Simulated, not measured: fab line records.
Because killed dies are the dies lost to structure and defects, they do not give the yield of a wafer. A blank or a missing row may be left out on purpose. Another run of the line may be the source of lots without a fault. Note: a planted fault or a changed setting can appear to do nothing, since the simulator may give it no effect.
fab line records	flow n5Finfet
record lots=8	wafers=24	lastDay=17
route steps=1938 shown MOL_CONTACT_COAG@573 BEOL_M4@1111 PASSIVATION@1936
lots that met no fault: from a run of the same line without faults
startH: start of the lot's first displayed wafer, in hours after the record's first day	waitH: time in hours since the lot's previous step	" unchanged from the row above	L1.1+2: one row covering several wafers at once	- no value, or no start was given	* or withheld: withheld	< > ~ a bound
route shown NAME@n: names a module that has steps shown in the file, with the first one's number in the route	usual: average and standard deviation across the fault-free wafers	same: alike in all rows	chamber/n: place in a boat	sites: each site's reading	_std_site: how widely they spread, as a standard deviation	_edge_site: mean of outer sites minus mean of inner sites	radiusMm: how far each site lies from the wafer's centre	mask NAME#n: copy n	behind: the tool/chamber that last shaped the wafer	hold: why the lot went on hold/how many hours it stayed there/how the hold came to an end	device: whichever transistor did not switch (one of n, p or np)	end of line: tests of these same wafers at the route's end	a step with no rows: only its recipe	killed: dies lost to structure and defects at the first sort, not the wafer's yield	map: a wafer's dies, marking killed ones x, the rest . and places with no die _
set.NAME: the setting the step ran with; set.NAME@STEP: the setting that earlier step ran with	model.NAME: the simulator's own value behind a step, which no gauge read
a sample of lots followed through the steps of the route, with each step as a table and each wafer as a row
services: from which hour (startH, from the record's first day; less than 0 if before it) a tool's chamber was out of use, for how many hours, and why
## steps
# step N5_MOL_CONTACT_COAG_CD_MEAS_84
# recipe targetCdNm=25.1	landingEnergyEv=500	detector=seInlens	polarity=opening
# usual cdNm=25.13/0.24
lot.wafer	tool	chamber	startH	waitH	cdNm
L415.1	cdSem-03	0	106.85	-	25.00
L415.2	"	0	"	"	25.43
L415.5	"	0	"	"	25.15
L418.2	cdSem-03	0	127.62	-	25.35
L418.3	"	0	"	"	25.21
L418.6	"	0	"	"	25.09
L421.2	cdSem-03	0	150.97	-	25.34
L421.4	"	0	"	"	24.86
L421.5	"	0	"	"	24.80
L426.2	cdSem-01	0	178.52	-	24.88
L426.3	"	0	"	"	25.08
L426.5	"	0	"	"	25.24
L427.1	cdSem-03	0	178.86	-	25.11
L427.4	"	0	"	"	25.07
L427.5	"	0	"	"	25.61
L429.2	cdSem-02	0	194.76	-	25.67
L429.3	"	0	"	"	24.84
L429.5	"	0	"	"	25.06
L430.1	cdSem-02	0	198.53	-	25.36
L430.4	"	0	"	"	25.06
L430.5	"	0	"	"	25.07
L435.1	cdSem-03	0	234.33	-	25.35
L435.2	"	0	"	"	25.57
L435.4	"	0	"	"	25.22
# step N5_MOL_CONTACT_COAG_ETCH_90
# recipe chemistry=CF4	target=SiARC	targetDepthA=130	maskMaterial=CAR-EUV	timeS=21.7	ionEnergyEv=80	pressureMtorr=40	sourceW=545	biasW=36	Ar_flow_sccm=100	cf4FlowSccm=100	ends=cleared
# usual drypumpMotorCurrentA=5.5/0.37	etchRfOnTimeS=21.8/0.45	oesProductAu=0.69/0.077	rfVppV=184.3/1.1	showerheadPlenumPTorr=2.16/0.068	throttleValvePct=15.59/0.28
lot.wafer	tool	chamber	startH	waitH	drypumpMotorCurrentA	etchRfOnTimeS	oesProductAu	rfHoursCounterH	rfVppV	showerheadPlenumPTorr	throttleValvePct
L415.1	rieDiel-03	1	107.50	0.0	5.5	22.6	0.60	209	183.5	2.12	15.67
L415.2	"	0	"	"	5.1	21.7	0.78	17	182.8	2.11	15.54
L415.5	"	0	"	"	5.0	21.6	0.78	-	183.1	2.10	15.54
L418.2	rieDiel-03	0	128.50	0.0	5.0	22.1	0.77	20	183.5	2.10	15.53
L418.3	"	2	"	"	5.7	22.1	0.79	8	184.9	2.29	15.19
L418.6	"	1	"	"	5.5	22.9	0.59	-	183.5	2.12	15.69
L421.2	rieDiel-04	3	151.71	0.0	5.5	21.3	0.79	24	184.7	2.18	15.09
L421.4	"	0	"	"	5.4	21.6	0.72	-	185.5	2.25	15.73
L421.5	"	3	"	"	5.5	21.4	0.79	-	183.9	2.18	15.09
L426.2	rieDiel-04	1	178.69	0.0	5.8	21.3	0.83	4	185.1	2.19	15.37
L426.3	"	2	"	"	5.7	21.6	0.74	46	183.7	2.18	15.11
L426.5	"	0	"	"	5.4	21.4	0.70	-	186.3	2.25	15.78
L427.1	rieDiel-04	1	179.04	0.0	5.8	21.5	0.83	4	183.9	2.19	15.36
L427.4	"	2	"	"	5.7	21.6	0.73	46	185.0	2.18	15.12
L427.5	"	2	"	"	5.7	21.5	0.73	-	184.9	2.18	15.10
L429.2	rieDiel-03	3	195.03	0.0	5.7	21.5	0.84	5	183.8	2.20	15.70
L429.3	"	0	"	"	5.1	21.8	0.74	47	183.3	2.10	15.61
L429.5	"	2	"	"	5.7	21.8	0.76	-	185.8	2.28	15.26
L430.1	rieDiel-06	2	198.92	0.0	5.0	21.6	0.69	97	183.0	2.09	15.79
L430.4	"	0	"	"	5.5	22.0	0.62	201	184.3	2.13	15.56
L430.5	"	2	"	"	5.0	21.6	0.69	-	183.3	2.09	15.78
L435.1	rieDiel-03	2	234.50	0.0	5.7	21.9	0.72	51	186.1	2.27	15.28
L435.2	"	0	"	"	5.1	21.8	0.72	64	181.9	2.09	15.63
L435.4	"	0	"	"	5.1	21.9	0.71	-	183.2	2.09	15.63
# step N5_MOL_CONTACT_COAG_ETCH_91
# recipe chemistry=N2/H2	target=SOC	targetDepthA=600	overetchA=210	maskMaterial=SiARC	tempC=40	timeS=101.2	ionEnergyEv=200	pressureMtorr=30	sourceW=840	biasW=150	n2FlowSccm=200	h2FlowSccm=200
# usual drypumpMotorCurrentA=5.5/0.38	h2FlowSccm=200.1/0.57	oesProductAu=0.69/0.071	rfVppV=524.7/2.4	showerheadPlenumPTorr=2.58/0.082	throttleValvePct=17.8/0.33
lot.wafer	tool	chamber	startH	waitH	drypumpMotorCurrentA	h2FlowSccm	oesProductAu	rfHoursCounterH	rfVppV	showerheadPlenumPTorr	throttleValvePct
L415.1	rieDiel-04	1	107.96	0.0	5.8	199.5	0.57	236	525.9	2.61	18.0
L415.2	"	0	"	"	5.4	199.6	0.72	36	527.8	2.71	18.1
L415.5	"	0	"	"	5.4	200.0	0.72	-	527.7	2.71	18.1
L418.2	rieDiel-04	0	129.16	0.0	5.4	200.5	0.71	44	527.4	2.71	18.1
L418.3	"	3	"	"	5.5	200.4	0.77	16	525.2	2.60	17.2
L418.6	"	2	"	"	5.7	200.4	0.74	-	525.8	2.60	17.3
L421.2	rieDiel-03	2	152.02	0.0	5.7	200.3	0.77	16	528.8	2.71	17.4
L421.4	"	2	"	"	5.7	199.7	0.77	-	529.3	2.71	17.4
L421.5	"	0	"	"	5.1	201.0	0.75	-	521.6	2.49	17.8
L426.2	rieDiel-04	0	179.26	0.0	5.4	199.6	0.69	63	528.1	2.70	18.1
L426.3	"	2	"	"	5.7	200.3	0.71	47	524.9	2.59	17.3
L426.5	"	1	"	"	5.8	200.3	0.79	-	525.9	2.60	17.6
L427.1	rieDiel-03	1	179.51	0.0	5.5	200.3	0.59	240	522.6	2.50	17.9
L427.4	"	3	"	"	5.7	201.2	0.84	0	525.2	2.61	18.1
L427.5	"	0	"	"	5.0	200.5	0.73	-	522.4	2.48	17.8
L429.2	rieDiel-06	1	195.33	0.0	5.3	199.3	0.63	139	521.5	2.45	18.1
L429.3	"	3	"	"	6.5	200.0	0.60	213	526.0	2.62	18.1
L429.5	"	3	"	"	6.5	201.3	0.59	-	526.2	2.62	18.1
L430.1	rieDiel-04	1	199.24	0.0	5.7	200.1	0.77	10	525.1	2.60	17.6
L430.4	"	2	"	"	5.7	200.6	0.71	54	525.2	2.59	17.4
L430.5	"	0	"	"	5.4	200.5	0.68	-	527.6	2.69	18.1
L435.1	rieDiel-03	0	235.09	0.0	5.0	200.6	0.71	64	521.7	2.47	17.8
L435.2	"	2	"	"	5.6	200.2	0.72	52	527.1	2.69	17.4
L435.4	"	0	"	"	5.1	200.1	0.70	-	522.0	2.47	17.8
# step N5_MOL_CONTACT_COAG_INSPECT_42
# recipe mode=adi	inspectInstrument=brightfield
# usual rawDefectCount=212/69
lot.wafer	tool	chamber	startH	waitH	rawDefectCount
L415.1	defectInspect-02	-	108.93	0.1	266
L415.2	"	-	"	"	225
L415.5	"	-	"	"	232
L418.2	defectInspect-01	-	130.16	0.0	193
L418.3	"	-	"	"	254
L418.6	"	-	"	"	190
L421.2	defectInspect-02	-	153.01	0.0	285
L421.4	"	-	"	"	506
L421.5	"	-	"	"	385
L426.2	defectInspect-01	-	180.13	0.0	1314
L426.3	"	-	"	"	213
L426.5	"	-	"	"	194
L427.1	defectInspect-02	-	180.40	0.1	203
L427.4	"	-	"	"	177
L427.5	"	-	"	"	339
L429.2	defectInspect-01	-	196.33	0.0	130
L429.3	"	-	"	"	222
L429.5	"	-	"	"	135
L430.1	defectInspect-02	-	200.16	0.1	253
L430.4	"	-	"	"	235
L430.5	"	-	"	"	1281
L435.1	defectInspect-02	-	236.08	0.1	164
L435.2	"	-	"	"	178
L435.4	"	-	"	"	157
# step N5_MOL_CONTACT_COAG_ETCH_48
# recipe chemistry=C4F6/O2	targetDepthA=150	overetchA=45	maskMaterial=SOC	target=SiOC	biasW=465	pressureMtorr=10	timeS=17	sourceW=335	Ar_flow_sccm=300	C4F6_flow_sccm=10	O2_flow_sccm=10	ionEnergyEv=576
# usual drypumpMotorCurrentA=5.5/0.36	oesProductAu=0.69/0.073	rfVppV=1590/16	showerheadPlenumPTorr=2.87/0.087	throttleValvePct=40.6/0.31
lot.wafer	tool	chamber	startH	waitH	drypumpMotorCurrentA	oesProductAu	rfHoursCounterH	rfVppV	showerheadPlenumPTorr	throttleValvePct
L415.1	rieDiel-04	2	109.67	0.0	5.7	0.76	22	1593	2.90	40.2
L415.2	"	1	"	"	5.8	0.58	237	1594	2.92	40.7
L415.5	"	2	"	"	5.7	0.76	-	1592	2.90	40.2
L418.2	rieDiel-04	1	130.73	0.0	5.7	0.59	243	1593	2.92	40.7
L418.3	"	3	"	"	5.5	0.76	17	1587	2.90	40.1
L418.6	"	3	"	"	5.5	0.80	-	1586	2.90	40.1
L421.2	rieDiel-06	2	153.62	0.0	5.0	0.69	82	1584	2.77	41.0
L421.4	"	1	"	"	5.3	0.63	125	1569	2.73	40.8
L421.5	"	2	"	"	5.0	0.69	-	1583	2.77	41.0
L426.2	rieDiel-04	1	181.00	0.0	5.7	0.75	5	1593	2.91	40.6
L426.3	"	0	"	"	5.4	0.67	63	1589	2.99	40.9
L426.5	"	2	"	"	5.7	0.71	-	1592	2.89	40.2
L427.1	rieDiel-06	3	181.16	0.0	6.5	0.60	209	1607	2.93	40.8
L427.4	"	2	"	"	4.9	0.66	92	1582	2.77	41.0
L427.5	"	3	"	"	6.5	0.58	-	1606	2.93	40.8
L429.2	rieDiel-04	3	196.91	0.0	5.5	0.73	41	1586	2.89	40.1
L429.3	"	1	"	"	5.7	0.75	8	1591	2.91	40.6
L429.5	"	1	"	"	5.8	0.78	-	1592	2.91	40.6
L430.1	rieDiel-03	1	200.75	0.0	5.5	0.62	247	1604	2.81	40.7
L430.4	"	0	"	"	5.1	0.78	49	1567	2.78	40.6
L430.5	"	3	"	"	5.7	0.82	-	1603	2.91	41.0
L435.1	rieDiel-03	1	236.73	0.0	5.6	0.82	4	1604	2.80	40.4
L435.2	"	2	"	"	5.7	0.70	52	1620	3.01	40.3
L435.4	"	3	"	"	5.7	0.77	21	1603	2.90	41.0
# step N5_BEOL_M4_RC_MEAS_101
# usual DIBL_N=36.4/1.4	DIBL_P=36.3/1.8	IOFF_N=0.163/0.024	IOFF_P=0.21/0.034	ION_N=673/11	ION_P=461/7.4	SS_N=71.6/0.52	SS_P=73.3/0.58	VT_N=249.4/2.5	VT_P=-250/3.5
lot.wafer	tool	chamber	startH	waitH	DIBL_N[mV/V]	DIBL_P[mV/V]	IOFF_N[nA/um]	IOFF_P[nA/um]	ION_N[uA/um]	ION_P[uA/um]	SS_N[mV/dec]	SS_P[mV/dec]	VT_N[mV]	VT_P[mV]
L415.1	prober-01	0	175.17	0.0	37.2	38.0	0.170	0.25	663	456	71.9	73.8	245.9	-246
L415.2	"	0	"	"	37.2	37.4	0.169	0.24	668	462	71.2	73.4	249.0	-248
L415.5	"	0	"	"	37.5	38.2	0.181	0.24	666	459	71.9	73.8	246.9	-248
L418.2	prober-01	0	201.78	0.2	37.5	38.4	0.198	0.24	678	458	72.5	74.3	247.3	-249
L418.3	"	0	"	"	39.0	39.6	0.209	0.26	679	460	72.6	74.2	246.0	-252
L418.6	"	0	"	"	37.6	38.6	0.190	0.24	682	469	71.7	73.8	248.4	-249
L421.2	prober-02	0	212.44	0.2	36.0	36.8	0.169	0.23	665	461	72.1	73.5	248.2	-247
L421.4	"	0	"	"	35.0	35.7	0.145	0.21	666	457	71.0	73.2	248.0	-249
L421.5	"	0	"	"	36.5	37.7	0.174	0.26	680	475	71.9	73.9	247.9	-244
L426.2	prober-01	0	255.33	0.2	35.8	37.2	0.162	0.23	688	474	70.9	72.8	247.3	-246
L426.3	"	0	"	"	35.5	36.3	0.154	0.21	684	465	71.5	72.7	248.5	-248
L426.5	"	0	"	"	37.7	37.8	0.188	0.27	680	469	71.4	73.5	244.9	-244
L427.1	prober-01	0	257.91	0.0	35.4	36.1	0.172	0.22	688	466	72.0	73.5	246.6	-246
L427.4	"	0	"	"	35.2	35.5	0.160	0.21	664	464	70.9	73.1	251.5	-246
L427.5	"	0	"	"	37.6	38.1	0.204	0.25	683	463	71.9	74.3	245.7	-245
L429.2	prober-02	0	261.20	0.2	37.7	35.9	0.174	0.21	663	451	72.5	73.4	252.2	-249
L429.3	"	0	"	"	35.0	33.7	0.124	0.17	661	455	71.4	73.3	254.1	-250
L429.5	"	0	"	"	35.7	33.7	0.138	0.17	653	448	71.8	72.7	252.6	-256
L430.1	prober-01	0	266.60	0.0	36.4	37.2	0.175	0.22	676	461	71.5	73.4	248.3	-248
L430.4	"	0	"	"	34.9	35.6	0.147	0.19	683	465	70.5	72.6	248.1	-251
L430.5	"	0	"	"	35.2	36.2	0.153	0.19	682	468	70.8	72.1	249.0	-251
L435.1	prober-02	0	300.13	0.0	35.3	31.4	0.130	0.15	674	453	71.3	72.9	250.6	-258
L435.2	"	0	"	"	34.5	30.9	0.117	0.14	669	450	70.8	72.6	251.5	-257
L435.4	"	0	"	"	35.9	32.4	0.137	0.16	660	446	70.6	72.0	250.8	-255
# step N5_PASSIVATION_PROBE_49
# usual defectLimitedYield=91.4/1.6	killed_at_M0_to_M3=34/12	killed_at_M4_up=13/5.2	killedAtContacts=11/5.5	killedAtFrontEnd=40/13	killedAtOther=3.4/2.7	killedDies=102/19	killedOnRim=13/4.3	killedOpen=66/15	killedShort=33/7.9	sort_bin_5_function=5.1/1.1	sort_bin_6_memory=3.2/0.7	sortNPass=1078/19	sortYieldPct=91.4/1.6
# same grossDies=1180	killedAtBackSide=0	sort_bin_4_leakage[%]=0	sort_bin_8_speed[%]=0
lot.wafer	tool	chamber	startH	waitH	defectLimitedYield[%]	killed_at_M0_to_M3	killed_at_M4_up	killedAtContacts	killedAtFrontEnd	killedAtOther	killedDies	killedOnRim	killedOpen	killedShort	sort_bin_5_function[%]	sort_bin_6_memory[%]	sortNPass	sortYieldPct[%]
L421.5	prober-02	-	311.41	0.2	92.5	23	19	13	29	5	89	17	57	27	4.6	2.8	1091	92.5
L426.2	prober-01	-	370.00	0.2	81.0	30	8	142	41	3	224	17	57	31	11.5	4.0	956	81.0
L426.3	prober-01	-	370.05	0.3	92.8	40	14	8	18	5	85	8	57	27	4.2	2.8	1095	92.8
L426.5	prober-01	-	370.15	0.4	91.6	31	13	9	44	2	99	13	57	42	4.6	3.4	1081	91.6
L430.1	prober-01	-	370.65	0.0	90.8	33	18	7	49	1	108	18	72	36	6.0	2.9	1072	90.8
L430.4	prober-01	-	370.80	0.2	90.8	38	9	22	38	1	108	15	55	53	5.6	3.2	1072	90.8
L430.5	prober-01	-	370.85	0.2	79.3	24	10	153	53	4	244	25	70	33	12.5	4.2	936	79.3
# killed by level:class
L421.5 MOL_CONTACT_COAG:geometricParticle:open=10 BEOL_M0_SAQP:geometricParticle:open=8 STI_FIN_REVEAL:geometricParticle:open=7 BEOL_M0_SAQP:geometricParticle:short=7 BEOL_M4:geometricParticle:open=6 STARTING-WAFER:geometricParticle:short=6 DUMMY_GATE:geometricParticle:open=4 MOL_CONTACT_COAG:geometricParticle:short=3
L426.2 MOL_CONTACT_COAG:unspecified=136 STI_FIN_REVEAL:geometricParticle:open=11 BEOL_M1:geometricParticle:open=8 FIN_SAQP:geometricParticle:short=7 FIN_SAQP:geometricParticle:open=6 BEOL_M0_SAQP:geometricParticle:open=5 BEOL_M4:geometricParticle:open=5 MOL_CONTACT_COAG:geometricParticle:open=4
L426.3 BEOL_M1:geometricParticle:open=16 BEOL_M0_SAQP:geometricParticle:short=7 MOL_CONTACT_COAG:geometricParticle:open=7 BEOL_M4:geometricParticle:open=7 BEOL_M1:geometricParticle:short=6 FIN_SAQP:geometricParticle:open=5 FIN_SAQP:geometricParticle:short=5 BEOL_M3:geometricParticle:open=4
L426.5 FIN_SAQP:geometricParticle:open=11 BEOL_M0_SAQP:geometricParticle:short=8 FIN_SAQP:geometricParticle:short=7 MOL_CONTACT_COAG:geometricParticle:open=7 BEOL_M1:geometricParticle:open=6 STARTING-WAFER:geometricParticle:short=5 ILD0:geometricParticle:short=4 DUMMY_GATE:geometricParticle:short=4
L430.1 FIN_SAQP:geometricParticle:open=15 FIN_SAQP:geometricParticle:short=8 BEOL_M4:geometricParticle:open=8 STI_FIN_REVEAL:geometricParticle:open=7 MOL_CONTACT_COAG:geometricParticle:open=7 BEOL_M0_SAQP:geometricParticle:open=7 BEOL_M2:geometricParticle:open=6 STI_FIN_REVEAL:geometricParticle:short=5
L430.4 MOL_CONTACT_COAG:geometricParticle:open=16 FIN_SAQP:geometricParticle:short=14 BEOL_M0_SAQP:geometricParticle:short=13 STI_FIN_REVEAL:geometricParticle:open=7 BEOL_M0_SAQP:geometricParticle:open=7 MOL_CONTACT_COAG:geometricParticle:short=6 BEOL_M4:geometricParticle:open=6 GATE_CUT:geometricParticle:short=5
L430.5 MOL_CONTACT_COAG:unspecified=139 FIN_SAQP:geometricParticle:open=17 STI_FIN_REVEAL:geometricParticle:open=13 MOL_CONTACT_COAG:geometricParticle:open=11 FIN_SAQP:geometricParticle:short=9 BEOL_M0_SAQP:geometricParticle:short=7 BEOL_M0_SAQP:geometricParticle:open=5 BEOL_M2:geometricParticle:open=5
## services
tool	chamber	startH	hours	kind
rieDiel-03	0	111.09	14.0	repair
rieDiel-03	3	148.21	-	clean
rieDiel-03	3	148.21	-	consumableReplace:focusRing
rieDiel-03	3	148.21	29.4	scheduledDown
rieDiel-03	3	148.21	29.4	ventCycle
rieDiel-04	1	149.34	-	clean
rieDiel-04	1	149.34	-	consumableReplace:focusRing
rieDiel-04	1	149.34	18.4	scheduledDown
rieDiel-04	1	149.34	18.4	ventCycle
rieDiel-03	1	211.40	-	clean
rieDiel-03	1	211.40	-	consumableReplace:focusRing
rieDiel-03	1	211.40	17.4	scheduledDown
rieDiel-03	1	211.40	17.4	ventCycle
rieDiel-06	3	226.21	11.0	repair
## key
firstSign step=N5_MOL_CONTACT_COAG_INSPECT_42	reading=rawDefectCount	direction=up	sigmas=16	usual=212	struck=1298
effect step=N5_PASSIVATION_PROBE_49	reading=killedAtContacts	direction=up	sigmas=25	usual=11	struck=148
moreKillsBornAt N5_MOL_CONTACT_COAG_ETCH_91@rieDiel-04=275
metAt N5_MOL_CONTACT_COAG_ETCH_91
struckLots L426,L430
struckWafers L426.2,L430.5
notActingAt N5_MOL_CONTACT_COAG_CD_MEAS_84,N5_MOL_CONTACT_COAG_ETCH_90,N5_MOL_CONTACT_COAG_ETCH_48
onsetBetween 129.16 179.26
fault kind=chamberParticleSource	tool=rieDiel-04	chamber=0	onsetH=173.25	steps=N5_MOL_CONTACT_COAG_ETCH_91	ratePerVisitCm2=1.6499	endH=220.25
